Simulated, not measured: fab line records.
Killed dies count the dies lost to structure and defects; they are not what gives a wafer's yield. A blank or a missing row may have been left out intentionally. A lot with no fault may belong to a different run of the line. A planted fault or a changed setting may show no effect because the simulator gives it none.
fab line records | flow n5Finfet
record: lots: 5 wafers: 15 lastDay: 17
route steps=1938 shown SDB@348 BEOL_M4@1111 PASSIVATION@1936
lots that met no fault: taken from a fault-free run of the same line
startH: the number of hours between the record's first day and the start of the first shown wafer of the lot | waitH: hours since the lot's step before | " unchanged from the row above | L1.1+2: a single row standing in for several wafers | - no value, or no start was given | * or withheld: withheld | < > ~ a bound
route shown NAME@n: NAME is a module with steps in the file, n the number in the route of the first one | usual: mean/standard deviation taken from wafers without a fault | same: alike in all rows | chamber/n: place in a boat | sites: the reading at each site | _std_site: their standard deviation | _edge_site: outer sites' mean less inner sites' | radiusMm: for every site, how far away it sits from the centre of the wafer | mask NAME#n: copy n | behind: the tool/chamber that last shaped the wafer | hold: reason for holding the lot/hours on hold/outcome of the hold | device: transistor that didn't switch, given as n, p or np | end of line: at the end of the route, the tests of the same wafers | a step with no rows: only its recipe | killed: the dies lost at the first sort to structure and to defects; this is not the yield of the wafer | map: shows each die of a wafer: x if killed, . if not, _ if none is there
set.NAME: setting as actually run; set.NAME@STEP: the setting as run at that earlier step | model.NAME: the simulator's own value behind a step, which no gauge read
certain route steps with their lots: each step a table, each wafer a row
services: a tool's chamber out of use, with start hour (startH, from the record's first day; less than 0 if before it), hours out, and reason
== steps ==
step: N5_SDB_COAT_03
recipe: resist: SOC tempC: 250 timeS: 60 spinRpm: 1500 resistThkNm: 100
step: N5_SDB_COAT_04
recipe: resist: SiARC tempC: 220 timeS: 60 spinRpm: 1500 resistThkNm: 18
step: N5_SDB_COAT_05
recipe: resist: CAR-ArF spinRpm: 1500 resistThkNm: 90
step: N5_SDB_EBR_07
recipe: solvent: PGMEA ebrWidthMm: 1.5
step: N5_SDB_SOFTBAKE_06
recipe: tempC: 110 timeS: 60 resist: CAR-ArF
step: N5_SDB_EXPOSE_08
recipe: maskId: SDB na: 1.35 sourceShape: conventional sigmaOuter: 0.5 polarization: unpolarized doseMj: 49.6
step: N5_SDB_PEB_09
recipe: pebTempC: withheld pebTimeS: 60 resist: CAR-ArF
step: N5_SDB_DEVELOP_10
recipe: developTimeS: 30 developer: TMAH resist: CAR-ArF rinseLiquid: diw dry: airSpin devTempC: 23
step: N5_SDB_CD_MEAS_11
recipe: targetCdNm: 50 landingEnergyEv: 500 detector: seInlens polarity: opening
usual: cdNm: 49.8/0.75
columns lot.wafer tool chamber startH waitH cdNm
L741.1 cdSem-03 0 96.36 - 50.0
L741.2 " 0 " " 50.1
L741.3 " 0 " " 48.1
L744.1 cdSem-02 0 112.74 - 50.0
L744.4 " 0 " " 50.7
L744.5 " 0 " " 50.0
L751.2 cdSem-02 0 159.69 - 49.2
L751.3 " 0 " " 49.6
L751.5 " 0 " " 50.0
L753.1 cdSem-03 0 170.69 - 49.1
L753.2 " 0 " " 50.4
L753.5 " 0 " " 51.1
L759.1 cdSem-02 0 205.79 - 49.3
L759.2 " 0 " " 49.4
L759.5 " 0 " " 49.9
step: N5_SDB_OVL_MEAS_12
recipe: pointsPerWafer: 44
usual: SDB_OVL: 0.2/0.65
columns lot.wafer tool chamber startH waitH SDB_OVL[nm]
L741.1 overlay-02 0 96.39 0.0 -1.1
L741.2 " 0 " " -0.2
L741.3 " 0 " " 0.0
L744.1 overlay-02 0 112.77 0.0 1.0
L744.4 " 0 " " 0.2
L744.5 " 0 " " 0.5
L751.2 overlay-01 0 159.72 0.0 -0.2
L751.3 " 0 " " -0.8
L751.5 " 0 " " 0.2
L753.1 overlay-02 0 170.72 0.0 -0.6
L753.2 " 0 " " 0.4
L753.5 " 0 " " -0.4
L759.1 overlay-02 0 205.83 0.0 0.5
L759.2 " 0 " " 0.0
L759.5 " 0 " " 0.4
step: N5_SDB_INSPECT_13
recipe: mode: adi inspectInstrument: brightfield
usual: rawDefectCount: 71/31
columns lot.wafer tool chamber startH waitH rawDefectCount
L741.1 defectInspect-01 - 96.41 0.0 44
L741.2 " - " " 39
L741.3 " - " " 35
L744.1 defectInspect-01 - 112.80 0.0 96
L744.4 " - " " 45
L744.5 " - " " 72
L751.2 defectInspect-01 - 159.74 0.0 37
L751.3 " - " " 40
L751.5 " - " " 39
L753.1 defectInspect-01 - 170.75 0.0 67
L753.2 " - " " 64
L753.5 " - " " 81
L759.1 defectInspect-02 - 205.85 0.0 56
L759.2 " - " " 118
L759.5 " - " " 93
step: N5_SDB_DESCUM_16
recipe: chemistry: O2 timeS: 7.9 sourcePowerW: 50 biasPowerW: 20 pressureMtorr: 20 rfFrequencyHz: 2.712e+07 tempC: 40 resist: CAR-ArF o2FlowSccm: 225
usual: chamberPressureMTorr: 19.999/0.017 drypumpMotorCurrentA: 5.5/0.43 oesProductAu: 0.80/0.089 rfVppV: 243.3/1.2 showerheadPlenumPTorr: 2.10/0.064 throttleValvePct: 20.58/0.2
columns lot.wafer tool chamber startH waitH chamberPressureMTorr drypumpMotorCurrentA oesProductAu rfHoursCounterH rfVppV showerheadPlenumPTorr throttleValvePct
L741.1 rieDiel-01 1 96.72 0.3 20.016 6.1 0.81 83 241.8 2.03 20.62
L741.2 " 3 " " 20.017 6.2 0.85 64 244.7 2.22 20.84
L741.3 " 0 " " 20.000 5.9 0.69 238 243.0 2.15 20.62
L744.1 rieDiel-02 1 113.05 0.2 19.995 5.3 0.67 247 243.3 2.05 20.50
L744.4 " 2 " " 20.007 5.0 0.73 154 242.0 2.00 20.76
L744.5 " 0 " " 19.984 5.6 0.77 - 242.3 2.10 20.76
L751.2 rieDiel-02 0 159.84 0.1 20.014 5.6 0.76 170 243.2 2.10 20.78
L751.3 " 3 " " 20.007 4.9 0.74 154 242.2 2.10 20.48
L751.5 " 0 " " 19.954 5.6 0.76 - 243.7 2.10 20.78
L753.1 rieDiel-04 3 170.78 0.0 20.013 5.4 0.81 86 242.4 2.13 20.60
L753.2 " 1 " " 20.008 4.7 0.69 228 243.5 2.06 20.61
L753.5 " 2 " " 20.000 5.6 0.93 - 244.0 2.14 20.67
L759.1 rieDiel-04 3 205.88 0.0 20.023 5.4 0.81 97 245.0 2.12 20.61
L759.2 " 0 " " 19.998 5.5 0.89 43 243.8 2.13 20.55
L759.5 " 3 " " 20.014 5.4 0.80 - 244.0 2.12 20.62
step: N5_SDB_ETCH_17
recipe: chemistry: CF4 target: SiARC targetDepthA: 234 maskMaterial: CAR-ArF timeS: 39 ionEnergyEv: 80 pressureMtorr: 40 sourceW: 545 biasW: 36 Ar_flow_sccm: 100 cf4FlowSccm: 100 ends: cleared
usual: biasW: 36.01/0.12 chamberPressureMTorr: 40.00/0.035 drypumpMotorCurrentA: 5.5/0.43 etchRfOnTimeS: 38.8/0.62 oesProductAu: 0.68/0.075 rfVppV: 184.1/1.1 showerheadPlenumPTorr: 2.14/0.058 throttleValvePct: 15.73/0.2
columns lot.wafer tool chamber startH waitH biasW chamberPressureMTorr drypumpMotorCurrentA etchRfOnTimeS oesProductAu rfHoursCounterH rfVppV showerheadPlenumPTorr throttleValvePct
L741.1 rieDiel-01 1 96.75 0.0 35.92 40.02 6.1 38.9 0.69 83 182.8 2.08 15.80
L741.2 " 3 " " 35.87 40.01 6.2 38.1 0.73 64 184.1 2.25 15.83
L741.3 " 0 " " 35.91 39.98 5.9 38.9 0.59 238 184.6 2.20 15.87
L744.1 rieDiel-02 1 113.08 0.0 35.87 40.02 5.3 39.5 0.58 247 185.8 2.11 15.80
L744.4 " 2 " " 35.99 40.07 5.0 38.8 0.63 154 182.3 2.06 15.88
L744.5 " 0 " " 36.12 39.99 5.6 38.9 0.66 - 184.8 2.14 15.87
L751.2 rieDiel-02 0 159.88 0.0 36.09 39.93 5.6 39.3 0.65 170 184.8 2.14 15.92
L751.3 " 3 " " 38.35 40.03 4.9 38.4 0.64 154 191.1 2.15 15.65
L751.5 " 0 " " 36.00 40.03 5.6 39.5 0.64 - 183.8 2.14 15.90
L753.1 rieDiel-04 3 170.82 0.0 36.00 39.97 5.4 38.0 0.70 86 183.0 2.16 15.67
L753.2 " 1 " " 35.88 39.97 4.7 39.2 0.59 228 184.5 2.12 15.92
L753.5 " 2 " " 35.96 39.95 5.7 38.2 0.79 - 183.3 2.18 15.71
L759.1 rieDiel-04 3 205.92 0.0 36.20 39.99 5.4 38.1 0.70 97 183.2 2.16 15.69
L759.2 " 0 " " 35.86 39.97 5.5 37.5 0.77 43 184.3 2.18 15.69
L759.5 " 3 " " 36.06 39.98 5.4 38.1 0.69 - 184.2 2.16 15.69
step: N5_SDB_ETCH_18
recipe: chemistry: N2/H2 target: SOC targetDepthA: 1000 overetchA: 200 maskMaterial: SiARC tempC: 40 timeS: 150 ionEnergyEv: 200 pressureMtorr: 30 sourceW: 840 biasW: 150 n2FlowSccm: 200 h2FlowSccm: 200
usual: biasW: 150.0/0.46 chamberPressureMTorr: 30.000/0.029 drypumpMotorCurrentA: 5.5/0.43 oesProductAu: 0.71/0.074 rfVppV: 524.2/2.2 showerheadPlenumPTorr: 2.54/0.076 throttleValvePct: 17.92/0.21
columns lot.wafer tool chamber startH waitH biasW chamberPressureMTorr drypumpMotorCurrentA oesProductAu rfHoursCounterH rfVppV showerheadPlenumPTorr throttleValvePct
L741.1 rieDiel-01 1 96.79 0.0 149.5 29.982 6.1 0.71 83 520.6 2.46 17.99
L741.2 " 3 " " 149.5 30.013 6.2 0.76 64 529.2 2.69 18.22
L741.3 " 0 " " 149.7 29.994 5.9 0.63 238 524.8 2.61 17.99
L744.1 rieDiel-02 1 113.12 0.0 150.4 30.035 5.3 0.61 247 523.3 2.49 17.86
L744.4 " 2 " " 149.6 29.987 5.0 0.65 154 521.7 2.44 18.11
L744.5 " 0 " " 150.2 29.980 5.6 0.68 - 524.4 2.53 17.95
L751.2 rieDiel-02 0 159.91 0.0 149.6 29.962 5.6 0.68 170 524.7 2.52 17.97
L751.3 " 3 " " 150.3 30.032 5.0 0.67 154 523.7 2.54 17.90
L751.5 " 0 " " 150.0 30.030 5.6 0.68 - 524.4 2.52 17.98
L753.1 rieDiel-04 3 170.85 0.0 150.1 29.988 5.4 0.73 86 524.3 2.57 17.93
L753.2 " 1 " " 149.2 30.004 4.7 0.62 228 522.0 2.50 17.93
L753.5 " 2 " " 150.1 29.985 5.7 0.82 - 525.6 2.61 18.17
L759.1 rieDiel-04 3 205.95 0.0 149.7 29.989 5.4 0.72 97 525.9 2.57 17.96
L759.2 " 0 " " 150.1 30.014 5.5 0.78 43 525.1 2.59 17.93
L759.5 " 3 " " 150.0 29.970 5.4 0.72 - 526.8 2.57 17.95
step: N5_BEOL_M4_RC_MEAS_101
usual: DIBL_N: 36.4/1.5 DIBL_P: 36.4/1.6 IOFF_N: 0.164/0.025 IOFF_P: 0.214/0.028 ION_N: 675/9.9 ION_P: 463/6.5 SS_N: 71.5/0.5 SS_P: 73.3/0.56 VT_N: 249.2/2.7 VT_P: -250.1/2.8
columns lot.wafer tool chamber startH waitH DIBL_N[mV/V] DIBL_P[mV/V] IOFF_N[nA/um] IOFF_P[nA/um] ION_N[uA/um] ION_P[uA/um] SS_N[mV/dec] SS_P[mV/dec] VT_N[mV] VT_P[mV]
L741.1 prober-01 0 195.37 0.0 39.4 37.2 0.204 0.238 702 475 72.0 73.7 246.6 -247.6
L741.2 " 0 " " 37.3 35.1 0.166 0.205 679 461 71.6 73.0 250.2 -251.2
L741.3 " 0 " " 38.9 35.5 0.195 0.217 683 458 72.0 73.9 246.6 -249.3
L744.1 prober-01 0 213.64 0.0 35.2 37.3 0.144 0.237 664 468 71.5 73.5 250.2 -246.9
L744.4 " 0 " " 36.0 38.1 0.162 0.242 670 468 71.5 73.6 249.0 -245.3
L744.5 " 0 " " 34.1 35.8 0.127 0.208 657 460 71.7 73.1 253.1 -248.0
L751.2 prober-02 0 265.09 0.2 36.7 35.9 0.172 0.212 678 460 71.6 73.2 250.0 -252.2
L751.3 " 0 " " 35.6 34.0 0.149 0.185 679 466 71.0 72.5 251.9 -249.8
L751.5 " 0 " " 35.6 34.0 0.141 0.182 669 457 71.2 72.2 252.1 -252.6
L753.1 prober-01 0 272.10 0.0 37.8 38.1 0.212 0.231 678 459 72.9 74.0 246.6 -248.4
L753.2 " 0 " " 36.8 37.4 0.203 0.221 691 466 71.4 73.9 245.9 -249.4
L753.5 " 0 " " 37.0 37.6 0.202 0.234 701 473 71.6 73.8 242.3 -246.5
L759.1 prober-02 0 303.08 0.0 37.1 35.9 0.165 0.203 675 460 71.3 73.4 249.8 -249.2
L759.2 " 0 " " 38.6 37.3 0.201 0.237 685 466 71.6 74.3 247.9 -247.4
L759.5 " 0 " " 36.7 35.5 0.166 0.198 673 454 71.4 73.5 246.7 -250.3
step: N5_PASSIVATION_PROBE_49
usual: defectLimitedYield: 91.1/1.4 killed_at_M0_to_M3: 35/8.7 killed_at_M4_up: 14/5.3 killedAtContacts: 12/6.2 killedAtFrontEnd: 41/12 killedAtOther: 3.4/2.6 killedDies: 105/16 killedOpen: 67/13 killedShort: 36/7.3 sort_bin_5_function: 5.2/0.96 sort_bin_6_memory: 3.3/0.6 sortNPass: 1075/16 sortYieldPct: 91.1/1.4
same: grossDies: 1180 killedAtBackSide: 0 sort_bin_4_leakage[%]: 0 sort_bin_8_speed[%]: 0
columns lot.wafer tool chamber startH waitH defectLimitedYield[%] killed_at_M0_to_M3 killed_at_M4_up killedAtContacts killedAtFrontEnd killedAtOther killedDies killedOpen killedShort sort_bin_5_function[%] sort_bin_6_memory[%] sortNPass sortYieldPct[%]
L741.1 prober-01 - 290.52 0.2 90.7 42 8 9 50 1 110 77 32 5.0 3.8 1070 90.7
L741.2 prober-01 - 290.57 0.3 88.9 48 11 10 62 0 131 84 47 6.9 3.6 1049 88.9
L741.3 prober-01 - 290.62 0.3 90.4 40 5 13 55 0 113 64 48 5.8 3.5 1067 90.4
L744.1 prober-01 - 318.63 0.0 91.9 23 14 10 46 3 96 62 30 5.3 2.5 1084 91.9
L744.4 prober-01 - 318.78 0.2 91.0 28 14 6 55 3 106 65 38 4.9 3.7 1074 91.0
L744.5 prober-01 - 318.83 0.2 90.2 33 18 14 45 6 116 77 36 5.9 3.6 1064 90.2
L751.3 prober-02 - 368.40 0.1 90.8 40 27 10 28 4 109 76 32 5.3 3.3 1071 90.8
killed by level:class
L741.1 FIN_SAQP:geometricParticle:open=19 BEOL_M1:geometricParticle:open=11 BEOL_M0_SAQP:geometricParticle:open=10 FIN_SAQP:geometricParticle:short=8 MOL_CONTACT_COAG:geometricParticle:open=8 DUMMY_GATE:geometricParticle:open=7 BEOL_M0_SAQP:geometricParticle:short=6 STI_FIN_REVEAL:geometricParticle:open=5
L741.2 FIN_SAQP:geometricParticle:open=31 BEOL_M0_SAQP:geometricParticle:short=18 BEOL_M0_SAQP:geometricParticle:open=16 FIN_SAQP:geometricParticle:short=13 MOL_CONTACT_COAG:geometricParticle:open=8 BEOL_M2:geometricParticle:open=6 BEOL_M1:geometricParticle:open=4 STARTING-WAFER:geometricParticle:open=3
L741.3 FIN_SAQP:geometricParticle:open=21 FIN_SAQP:geometricParticle:short=11 MOL_CONTACT_COAG:geometricParticle:open=11 BEOL_M0_SAQP:geometricParticle:short=9 GATE_CUT:geometricParticle:short=8 BEOL_M2:geometricParticle:short=8 BEOL_M3:geometricParticle:open=7 BEOL_M1:geometricParticle:open=6
L744.1 FIN_SAQP:geometricParticle:short=14 FIN_SAQP:geometricParticle:open=8 DUMMY_GATE:geometricParticle:open=8 BEOL_M0_SAQP:geometricParticle:open=8 MOL_CONTACT_COAG:geometricParticle:open=7 BEOL_M0_SAQP:geometricParticle:short=5 STARTING-WAFER:geometricParticle:open=5 STI_FIN_REVEAL:geometricParticle:open=4
L744.4 FIN_SAQP:geometricParticle:open=19 FIN_SAQP:geometricParticle:short=11 BEOL_M1:geometricParticle:short=7 STI_FIN_REVEAL:geometricParticle:open=6 MOL_CONTACT_COAG:geometricParticle:open=6 BEOL_M1:geometricParticle:open=4 BEOL_M2:geometricParticle:open=4 BEOL_M2:geometricParticle:short=4
L744.5 STI_FIN_REVEAL:geometricParticle:open=12 MOL_CONTACT_COAG:geometricParticle:open=10 BEOL_M2:geometricParticle:open=9 FIN_SAQP:geometricParticle:short=7 FIN_SAQP:geometricParticle:open=7 BEOL_M3:geometricParticle:open=7 BEOL_M3:geometricParticle:short=6 BEOL_M4:geometricParticle:open=6
L751.3 BEOL_M4:geometricParticle:open=15 MOL_CONTACT_COAG:geometricParticle:open=8 BEOL_M3:geometricParticle:open=7 BEOL_M0_SAQP:geometricParticle:short=7 DUMMY_GATE:geometricParticle:open=6 BEOL_M2:geometricParticle:open=6 BEOL_M4:geometricParticle:short=6 STI_FIN_REVEAL:geometricParticle:open=5
== services ==
columns tool chamber startH hours kind
rieDiel-01 2 95.82 - clean
rieDiel-01 2 95.82 - consumableReplace:focusRing
rieDiel-01 2 95.82 - consumableReplace:showerhead
rieDiel-01 2 95.82 15.9 scheduledDown
rieDiel-01 2 95.82 15.9 ventCycle
rieDiel-01 1 105.60 1.4 repair
rieDiel-04 2 110.93 - clean
rieDiel-04 2 110.93 - consumableReplace:focusRing
rieDiel-04 2 110.93 15.2 scheduledDown
rieDiel-04 2 110.93 15.2 ventCycle
rieDiel-02 1 119.95 - clean
rieDiel-02 1 119.95 - consumableReplace:focusRing
rieDiel-02 1 119.95 15.3 scheduledDown
rieDiel-02 1 119.95 15.3 ventCycle
rieDiel-04 1 120.61 9.8 repair
rieDiel-01 0 125.47 - clean
rieDiel-01 0 125.47 - consumableReplace:focusRing
rieDiel-01 0 125.47 24.0 scheduledDown
rieDiel-01 0 125.47 24.0 ventCycle
rieDiel-02 0 180.49 4.4 repair
== key ==
firstSign: step: N5_SDB_ETCH_17 reading: biasW direction: up sigmas: 20 usual: * struck: *
effect: step: N5_SDB_ETCH_17 reading: rfVppV direction: up sigmas: 6.4 usual: 184.1 struck: 191.1
metAt N5_SDB_ETCH_17
struckWafers L751.3
fault: kind: processParameterDrift tool: rieDiel-02 chamber: 3 onsetH: 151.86 steps: N5_SDB_ETCH_17 channel: biasW offset: * shape: step endH: 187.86 actsIn: * stated: *
